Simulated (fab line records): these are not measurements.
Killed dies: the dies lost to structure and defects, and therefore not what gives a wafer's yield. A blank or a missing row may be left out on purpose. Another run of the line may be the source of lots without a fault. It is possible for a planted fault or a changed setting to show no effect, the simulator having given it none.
fab line records    flow n5Finfet
record: lots: 4  wafers: 12  lastDay: 17
route steps=1938 shown FIN_SAQP@110 FIN_CUT@165 BEOL_M4@1111 PASSIVATION@1936
lots that met no fault: from a run of the same line without faults
startH: hours from the record's first day to the start of the lot's first wafer shown    waitH: hours from the lot's prior step to this one    " the same as in the row above    L1.1+2: several wafers, shown together as one row    - no value, or no start given    * or withheld: withheld    < > ~ a bound
route shown NAME@n: a module of which the file shows steps, and the number in the route of the first    usual: average and standard deviation across the fault-free wafers    same: alike in all rows    chamber/n: place in a boat    sites: readings site by site    _std_site: the values' standard deviation    _edge_site: inner sites' mean taken away from outer sites' mean    radiusMm: how far each site lies from the wafer's centre    mask NAME#n: copy n    behind: the tool/chamber that last shaped the wafer    hold: cause of the lot's hold/its duration in hours/its outcome    device: whichever transistor did not switch (one of n, p or np)    end of line: the same wafers' tests at the end of the route    a step without rows: its recipe alone    killed: the dies lost at the first sort to structure and to defects; this is not the yield of the wafer    map: the dies of a wafer, with x for killed, . for not killed, _ for no die there
set.NAME: the run value of the setting; set.NAME@STEP: its run value at that earlier step    model.NAME: the simulator's own value behind a step, which no gauge read
lots at selected steps of the route; one table per step, one row per wafer
services: a tool's chamber out of use, with start hour (startH, from the record's first day; less than 0 if before it), hours out, and reason
== steps ==
step: N5_FIN_SAQP_DEVELOP_15
recipe: developTimeS: 30  developer: TMAH  resist: CAR-ArF  devTempC: 23  rinseLiquid: diw  dry: airSpin
step: N5_FIN_SAQP_DESCUM_21
recipe: chemistry: O2  timeS: 7.9  sourcePowerW: 50  biasPowerW: 20  pressureMtorr: 20  rfFrequencyHz: 2.712e+07  tempC: 40  resist: CAR-ArF  o2FlowSccm: 225
step: N5_FIN_SAQP_ETCH_51
recipe: chemistry: CF4  target: SiARC  targetDepthA: 455  maskMaterial: CAR-ArF  timeS: 75.8  ionEnergyEv: 80  pressureMtorr: 40  sourceW: 545  biasW: 36  Ar_flow_sccm: 100  cf4FlowSccm: 100  ends: cleared
step: N5_FIN_SAQP_ETCH_52
recipe: chemistry: N2/H2  target: SOC  targetDepthA: 1000  overetchA: 200  maskMaterial: SiARC  tempC: 40  timeS: 150  ionEnergyEv: 200  pressureMtorr: 30  sourceW: 840  biasW: 150  n2FlowSccm: 200  h2FlowSccm: 200  ends: endPoint
step: N5_FIN_SAQP_STRIP_53
recipe: chemistry: N2/H2  tempC: 40  n2FlowSccm: 200  h2FlowSccm: 200  rfFrequencyHz: 6e+07
step: N5_FIN_SAQP_HM_OPEN_73
recipe: chemistry: CHF3/O2  target: SiO2  stopOn: a-Si  targetDepthA: 120  overEtchFrac: 1.8  maskMaterial: SOC  timeS: 16.8  pressureMtorr: 30  sourceW: 650  biasW: 170  Ar_flow_sccm: 200  CHF3_flow_sccm: 50  O2_flow_sccm: 5  ionEnergyEv: 200  ends: endPoint
step: N5_FIN_SAQP_STRIP_74
recipe: chemistry: CHF3/O2  resist: SiARC  rfFrequencyHz: 6e+07
step: N5_FIN_SAQP_MANDREL_ETCH_22
recipe: targetDepthA: 600  chemistry: HBr/Cl2  target: a-Si  stopOn: SiNx  btTimeS: 10  overEtchFrac: 0.5  timeS: 30  pressureMtorr: 10  icpW: 800  biasW: 75  HBr_flow_sccm: 150  Cl2_flow_sccm: 80  ends: endPoint
step: N5_FIN_SAQP_STRIP_55
recipe: chemistry: N2/H2  powerW: 500  tempC: 40  pressureMtorr: 50  rfFrequencyHz: 6e+07  overashFraction: 0.3  biasPowerW: 28  h2Frac: 0.5  n2FlowSccm: 300  h2FlowSccm: 300
step: N5_FIN_SAQP_STRIP_23
recipe: chemistry: SPM  timeS: 750  tempC: 130  h2so4H2o2VolRatio: 4
usual: bathHeatDutyPct: 15.1/1.6  tempC: 130.02/0.15
lot.wafer  tool         chamber  startH  waitH  bathHeatDutyPct  tempC
L995.1     wetBench-01  6        91.91   -      16.4             130.29
L995.2     "            3        "       "      18.1             129.90
L995.4     "            4        "       "      14.6             130.19
L996.1     wetBench-03  0        96.63   -      14.3             130.14
L996.4     "            2        "       "      15.7             130.01
L996.5     "            5        "       "      15.4             130.07
L104.1     wetBench-03  6        142.40  -      15.7             129.91
L104.5     "            5        "       "      15.8             130.23
L104.6     "            3        "       "      12.5             129.94
L105.1     wetBench-03  0        150.26  -      13.4             129.91
L105.2     "            3        "       "      11.8             129.99
L105.4     "            5        "       "      15.2             130.06
step: N5_FIN_SAQP_SRD_66
recipe: dry: ipaMarangoni  timeS: 30  tempC: 23  rinseLiquid: diw
step: N5_FIN_SAQP_RECESS_75
recipe: chemistry: HF/NH3  target: SiO2  targetDepthA: 144  afsCycles: 3  tempC: 30  sublimationTempC: 180  sublimationTimeS: 60
step: N5_FIN_SAQP_SPACER1_ALD_24
recipe: material: SiO2  targetThkA: 203  tempC: 300  aldPrecursorFamily: BDEAS  aldCoReactant: O2-plasma  pulseTimeS: 1  purgeTimeS: 2  coReactantPurgeTimeS: 2  aldCycles: 218  pressureTorr: 2
step: N5_FIN_SAQP_SPACER1_ETCHBACK_25
recipe: chemistry: CHF3/O2  mode: anisotropicEtchback  target: SiO2  targetDepthA: 244  timeS: 12.2  pressureMtorr: 30  sourceW: 650  biasW: 170  Ar_flow_sccm: 200  CHF3_flow_sccm: 50  O2_flow_sccm: 5  ionEnergyEv: 200
step: N5_FIN_SAQP_MANDREL1_REMOVE_56
recipe: chemistry: HBr/Cl2/O2  btTimeS: 10  target: a-Si  stopOn: SiNx  endpoint: OES-SiCl  overEtchFrac: 1  icpW: 600  biasW: 22  HBr_flow_sccm: 150  Cl2_flow_sccm: 80  O2_flow_sccm: 5  pressureMtorr: 10
step: N5_FIN_SAQP_ETCH_57
recipe: chemistry: CH3F/O2  target: SiNx  maskMaterial: SiO2  targetDepthA: 325  timeS: 46.4  pressureMtorr: 30  sourceW: 395  biasW: 73  Ar_flow_sccm: 150  CH3F_flow_sccm: 30  O2_flow_sccm: 20  ionEnergyEv: 120  ends: cleared
step: N5_FIN_SAQP_ETCH_65
recipe: chemistry: CF4  target: SiO2  targetDepthA: 40  ionEnergyEv: 350  timeS: 4.4  pressureMtorr: 10  icpW: 800  biasW: 400  cf4FlowSccm: 80
step: N5_FIN_SAQP_MANDREL_ETCH_58
recipe: chemistry: HBr/Cl2  target: a-Si  targetDepthA: 450  btTimeS: 10  stopOn: SiNx  maskMaterial: SiO2  overEtchFrac: 0.8  timeS: 27  pressureMtorr: 10  icpW: 800  biasW: 75  HBr_flow_sccm: 150  Cl2_flow_sccm: 80  ends: endPoint
step: N5_FIN_SAQP_RECESS_63
recipe: chemistry: HF/NH3  target: SiO2  targetDepthA: 180  afsCycles: 3  tempC: 30  sublimationTempC: 180  sublimationTimeS: 60
step: N5_FIN_SAQP_COAT_68
recipe: resist: SOC  tempC: 250  timeS: 60  spinRpm: 1500  resistThkNm: 100
step: N5_FIN_SAQP_ETCH_69
recipe: chemistry: N2/H2  target: SOC  targetDepthA: 1500  stopOn: SiNx  ionEnergyEv: 100  biasW: 61  pressureMtorr: 30  sourceW: 850  n2FlowSccm: 200  h2FlowSccm: 200
step: N5_FIN_SAQP_ETCH_67
recipe: chemistry: CH3F/O2  target: SiNx  targetDepthA: 300  maskMaterial: SOC  pressureMtorr: 30  sourceW: 395  biasW: 73  Ar_flow_sccm: 150  CH3F_flow_sccm: 30  O2_flow_sccm: 20  ionEnergyEv: 120
step: N5_FIN_SAQP_STRIP_70
recipe: chemistry: N2/H2  powerW: 500  tempC: 40  pressureMtorr: 50  rfFrequencyHz: 6e+07  overashFraction: 0.3  biasPowerW: 28  h2Frac: 0.5  n2FlowSccm: 300  h2FlowSccm: 300
step: N5_FIN_SAQP_RECESS_71
recipe: chemistry: HF/NH3  target: SiO2  targetDepthA: 30  afsCycles: 1  tempC: 30  sublimationTempC: 180  sublimationTimeS: 60
step: N5_FIN_SAQP_SPACER2_ALD_28
recipe: material: SiO2  targetThkA: 81  tempC: 300  aldPrecursorFamily: BDEAS  aldCoReactant: O2-plasma  pulseTimeS: 1  purgeTimeS: 2  coReactantPurgeTimeS: 2  pressureTorr: 2
step: N5_FIN_SAQP_SPACER2_ETCHBACK_29
recipe: chemistry: CHF3/O2  mode: anisotropicEtchback  target: SiO2  targetDepthA: 122  timeS: 6.1  pressureMtorr: 30  sourceW: 650  biasW: 170  Ar_flow_sccm: 200  CHF3_flow_sccm: 50  O2_flow_sccm: 5  ionEnergyEv: 200
step: N5_FIN_SAQP_MANDREL2_REMOVE_60
recipe: chemistry: HBr/Cl2/O2  btTimeS: 10  target: a-Si  stopOn: SiNx  endpoint: OES-SiCl  overEtchFrac: 1  icpW: 600  biasW: 22  HBr_flow_sccm: 150  Cl2_flow_sccm: 80  O2_flow_sccm: 5  pressureMtorr: 10
step: N5_FIN_SAQP_HM_OPEN_33
recipe: chemistry: CH3F/O2  target: SiNx  maskMaterial: SiO2  targetDepthA: 494  timeS: 70.6  pressureMtorr: 30  sourceW: 395  biasW: 73  Ar_flow_sccm: 150  CH3F_flow_sccm: 30  O2_flow_sccm: 20  ionEnergyEv: 120  ends: cleared
step: N5_FIN_SAQP_ETCH_34
recipe: chemistry: C4F6/O2  target: SiO2  targetDepthA: 450  timeS: 15  ionEnergyEv: 250  pressureMtorr: 30  sourceW: 345  biasW: 185  Ar_flow_sccm: 300  C4F6_flow_sccm: 10  O2_flow_sccm: 10  ends: cleared
step: N5_FIN_SAQP_STRIP_77
recipe: chemistry: N2/H2  timeS: 90  powerW: 100  tempC: 40  pressureMtorr: 100  rfFrequencyHz: 6e+07  biasPowerW: 3  n2FlowSccm: 300  h2FlowSccm: 300
step: N5_FIN_SAQP_ETCH_64
recipe: chemistry: CF4  target: SiO2  targetDepthA: 15  ionEnergyEv: 350  pressureMtorr: 10  icpW: 800  biasW: 400  cf4FlowSccm: 80
step: N5_FIN_SAQP_FIN_ETCH_36
recipe: chemistry: HBr/Cl2/O2  targetDepthA: 1200  maskMaterial: SiNx  timeS: 50.4  biasW: 102  pressureMtorr: 10  icpW: 800  HBr_flow_sccm: 150  Cl2_flow_sccm: 80  O2_flow_sccm: 12
step: N5_FIN_SAQP_PRECLEAN_38
recipe: chemistry: O3/DIW  timeS: 45  tempC: 22  o3Ppm: 10
step: N5_FIN_SAQP_PRECLEAN_45
recipe: chemistry: dHF  timeS: 10  dilution: 500:1  tempC: 25
step: N5_FIN_SAQP_SRD_39
recipe: dry: ipaMarangoni  timeS: 30  tempC: 23  rinseLiquid: diw
step: N5_FIN_SAQP_INSPECT_40
recipe: inspectInstrument: brightfield  mode: aei
usual: rawDefectCount: 225/64
lot.wafer  tool              chamber  startH  waitH  rawDefectCount
L995.1     defectInspect-02  -        96.35   0.0    117
L995.2     "                 -        "       "      98
L995.4     "                 -        "       "      145
L996.1     defectInspect-02  -        102.36  0.0    190
L996.4     "                 -        "       "      170
L996.5     "                 -        "       "      210
L104.1     defectInspect-01  -        146.37  0.0    602
L104.5     "                 -        "       "      500
L104.6     "                 -        "       "      509
L105.1     defectInspect-02  -        154.89  0.0    451
L105.2     "                 -        "       "      422
L105.4     "                 -        "       "      489
step: N5_FIN_CUT_INSPECT_10
recipe: mode: adi  inspectInstrument: brightfield
usual: rawDefectCount: 41/10
lot.wafer  tool              chamber  startH  waitH  rawDefectCount
L995.1     defectInspect-01  -        96.91   0.1    40
L995.2     "                 -        "       "      25
L995.4     "                 -        "       "      31
L996.1     defectInspect-01  -        102.75  0.1    38
L996.4     "                 -        "       "      32
L996.5     "                 -        "       "      41
L104.1     defectInspect-02  -        146.76  0.1    321
L104.5     "                 -        "       "      300
L104.6     "                 -        "       "      328
L105.1     defectInspect-01  -        155.28  0.1    329
L105.2     "                 -        "       "      333
L105.4     "                 -        "       "      331
step: N5_BEOL_M4_RC_MEAS_101
usual: DIBL_N: 36.9/1.7  DIBL_P: 37.3/2.3  IOFF_N: 0.16/0.033  IOFF_P: 0.22/0.04  ION_N: 673/12  ION_P: 463/8  SS_N: 71.6/0.58  SS_P: 73.4/0.74  VT_N: 250/3.2  VT_P: -250/3.4
lot.wafer  tool       chamber  startH  waitH  DIBL_N[mV/V]  DIBL_P[mV/V]  IOFF_N[nA/um]  IOFF_P[nA/um]  ION_N[uA/um]  ION_P[uA/um]  SS_N[mV/dec]  SS_P[mV/dec]  VT_N[mV]  VT_P[mV]
L995.1     prober-01  0        242.29  0.0    35.9          35.8          0.13           0.19           673           464           71.4          72.4          252       -251
L995.2     "          0        "       "      38.1          37.8          0.17           0.23           679           463           70.9          73.7          248       -249
L995.4     "          0        "       "      33.1          32.9          0.10           0.15           642           456           70.3          72.1          256       -250
L996.1     prober-01  0        256.26  0.0    38.4          38.4          0.19           0.28           691           477           72.0          74.0          249       -243
L996.4     "          0        "       "      37.3          37.0          0.17           0.27           687           475           71.6          72.9          249       -244
L996.5     "          0        "       "      37.9          37.8          0.17           0.29           674           468           71.4          73.8          250       -242
L104.1     prober-02  0        304.51  0.0    34.9          34.4          0.13           0.18           676           463           70.8          73.1          253       -254
L104.5     "          0        "       "      33.5          33.3          0.11           0.17           658           448           70.9          72.9          257       -256
L104.6     "          0        "       "      35.0          35.6          0.16           0.20           693           471           70.9          73.1          248       -255
L105.1     prober-01  0        308.00  0.0    39.3          41.1          0.21           0.27           674           461           72.5          74.2          247       -250
L105.2     "          0        "       "      39.9          40.9          0.22           0.26           680           463           73.4          74.5          247       -250
L105.4     "          0        "       "      38.5          39.9          0.18           0.25           677           466           72.4          74.5          252       -249
step: N5_PASSIVATION_PROBE_49
usual: defectLimitedYield: 91.2/1.3  killed_at_M0_to_M3: 34/10  killed_at_M4_up: 13/4.6  killedAtContacts: 13/5.5  killedAtFrontEnd: 41/12  killedAtOther: 2.8/2.4  killedDies: 104/16  killedOpen: 67/12  killedShort: 33/7.2  sort_bin_5_function: 5.1/0.86  sort_bin_6_memory: 3.3/0.62  sortNPass: 1076/16  sortYieldPct: 91.2/1.3
same: grossDies: 1180  killedAtBackSide: 0  sort_bin_4_leakage[%]: 0  sort_bin_8_speed[%]: 0
lot.wafer  tool       chamber  startH  waitH  defectLimitedYield[%]  killed_at_M0_to_M3  killed_at_M4_up  killedAtContacts  killedAtFrontEnd  killedAtOther  killedDies  killedOpen  killedShort  sort_bin_5_function[%]  sort_bin_6_memory[%]  sortNPass  sortYieldPct[%]
L105.1     prober-02  -        402.11  0.0    87.0                   35                  15               9                 91                3              153         56          33           8.4                     3.1                   1027       87.0
L105.2     prober-02  -        402.16  0.1    86.9                   38                  12               7                 95                3              155         52          36           8.5                     3.4                   1025       86.9
L105.4     prober-02  -        402.26  0.2    84.2                   38                  6                17                122               3              186         74          28           9.2                     4.8                   994        84.2
L104.1     prober-01  -        407.30  0.0    84.8                   23                  14               7                 130               5              179         51          24           10.8                    3.4                   1001       84.8
L104.5     prober-01  -        407.50  0.2    85.9                   19                  10               18                119               0              166         59          23           9.2                     3.6                   1014       85.9
L104.6     prober-01  -        407.55  0.3    87.2                   20                  9                18                103               1              151         64          29           7.9                     3.6                   1029       87.2
killed by level:class
L105.1 FIN_SAQP:unspecified=59 BEOL_M0_SAQP:geometricParticle:short=8 BEOL_M2:geometricParticle:open=8 BEOL_M0_SAQP:geometricParticle:open=6 MOL_CONTACT_COAG:geometricParticle:open=6 FIN_SAQP:geometricParticle:short=5 STI_FIN_REVEAL:geometricParticle:open=4 BEOL_M3:geometricParticle:open=4
L105.2 FIN_SAQP:unspecified=60 BEOL_M0_SAQP:geometricParticle:short=9 FIN_SAQP:geometricParticle:open=8 FIN_SAQP:geometricParticle:short=8 BEOL_M2:geometricParticle:open=7 MOL_CONTACT_COAG:geometricParticle:open=6 BEOL_M0_SAQP:geometricParticle:open=6 ILD0:geometricParticle:short=5
L105.4 FIN_SAQP:unspecified=79 FIN_SAQP:geometricParticle:open=21 MOL_CONTACT_COAG:geometricParticle:open=14 BEOL_M0_SAQP:geometricParticle:short=8 STI_FIN_REVEAL:geometricParticle:open=7 FIN_SAQP:geometricParticle:short=6 BEOL_M0_SAQP:geometricParticle:open=6 BEOL_M2:geometricParticle:open=6
L104.1 FIN_SAQP:unspecified=97 FIN_SAQP:geometricParticle:open=7 STI_FIN_REVEAL:geometricParticle:open=7 BEOL_M0_SAQP:geometricParticle:open=6 FIN_SAQP:geometricParticle:short=5 MOL_CONTACT_COAG:geometricParticle:open=5 BEOL_M1:geometricParticle:open=5 BEOL_M4:geometricParticle:open=3
L104.5 FIN_SAQP:unspecified=80 STI_FIN_REVEAL:geometricParticle:open=16 MOL_CONTACT_COAG:geometricParticle:open=16 FIN_SAQP:geometricParticle:short=8 BEOL_M1:geometricParticle:open=5 BEOL_M4:geometricParticle:open=5 DUMMY_GATE:geometricParticle:open=3 BEOL_M0:geometricParticle:open=3
L104.6 FIN_SAQP:unspecified=56 STI_FIN_REVEAL:geometricParticle:open=19 MOL_CONTACT_COAG:geometricParticle:open=13 STI_FIN_REVEAL:geometricParticle:short=7 DUMMY_GATE:geometricParticle:open=7 MOL_CONTACT_COAG:geometricParticle:short=5 FIN_SAQP:geometricParticle:short=4 BEOL_M1:geometricParticle:open=4
map L104.1 (x killed, . not)
_________________x..x.....xx.________________
______________............x....._____________
___________...........x............__________
__________.....x...................._________
________.....x.......x....x.x..x....x._______
_______......................x......x..______
______...x.x..........x.x...x.x........._____
_____..........x.....xx..x.xx.........x..____
____.x...x........x..xxxxxx..........x....___
___................x.xxxxxxxxxx............__
___.................xxxxxxxxxx.............__
__...............xxxxxxxxxxxxxx............._
__................xxxxxxxxxxxxx............._
_..xx...........x..x.x.xxxxxxx...............
_..x.............x.x.xxxxxxxxxx......x.......
_..........x...........xxxx.xx.....x..x.x.x..
_x.........x..........xxx.xx.............x...
_.................x....xx...x.x.x..x......x..
_.....x.............x.x.......x..............
_.......x..x.................................
_x.......x......xx...........................
__........x........x.x......................_
__..............x..........................._
___........x......x..x.x...................__
___..........................x.............__
____x..x..x....................x.....x....___
_____.x............x.....................____
______.............x...............x...._____
_______...................x............______
________........................x....._______
__________...........x.............._________
___________.x............x....x.x.x__________
______________x.....x........x.._____________
_________________.....x......________________
map L105.4 (x killed, . not)
_________________.......x....________________
______________............x..x.._____________
___________.x.x......x............x__________
__________x........x................_________
________...x..........xx..x.......x..x_______
_______x......x....x..................x______
______.x......x..x.x...................._____
_____..............x.......x.............____
____................................x.....___
___x....x..........x.......................__
___...................x........xx..........__
__........x............x...x.........x......_
__.............xx...x..................x...._
_....x.....................x....x............
_............x...........x...................
_..x....x..........xxxx......................
_.....xx..x.................x.x.x............
_.x.................x.....................x..
_.....x..........x....x.....xxx.....x........
_....x..x........x............x.........x...x
_...xx....x..x............x.......x....x.x...
__...x.xxx.x..x.....x.x..............x......_
__xxxxxxxxxxxx........x.........x..........._
___.xxxxxxxx.x........x....................__
___xxxxxxxxxxxx.........x..............x.x.__
____xxxxxxxxxx..x..............x.x........___
_____xxxxxxxx.x..........................____
______xxxxxxxxx........x......x........._____
_______xxxxx.x.......x.......x.........______
________xxxxx.xx.........x.x.........._______
__________.x.........x.............._________
___________..................x.....__________
______________........x........._____________
_________________......x..xx.________________
== services ==
tool         chamber  startH  hours  kind
wetBench-01  -        94.55   5.9    repair
== key ==
firstSign: step: N5_FIN_SAQP_INSPECT_40  reading: rawDefectCount  direction: up  sigmas: 4.2  usual: 225  struck: 496
effect: step: N5_FIN_CUT_INSPECT_10  reading: rawDefectCount  direction: up  sigmas: 28  usual: 41  struck: 324
effect: step: N5_PASSIVATION_PROBE_49  reading: killedAtFrontEnd  direction: up  sigmas: 5.9  usual: 41  struck: 110
moreKillsBornAt: N5_FIN_SAQP_STRIP_23@wetBench-03: 431
metAt N5_FIN_SAQP_STRIP_23
struckWafers L104.1,L104.5,L104.6,L105.1,L105.2,L105.4
onsetBetween 96.63 142.40
alsoFits time
fault: kind: chamberParticleSource  tool: wetBench-03  chamber: -  onsetH: 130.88  steps: N5_FIN_SAQP_STRIP_23  ratePerVisitCm2: 0.45777  endH: 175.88
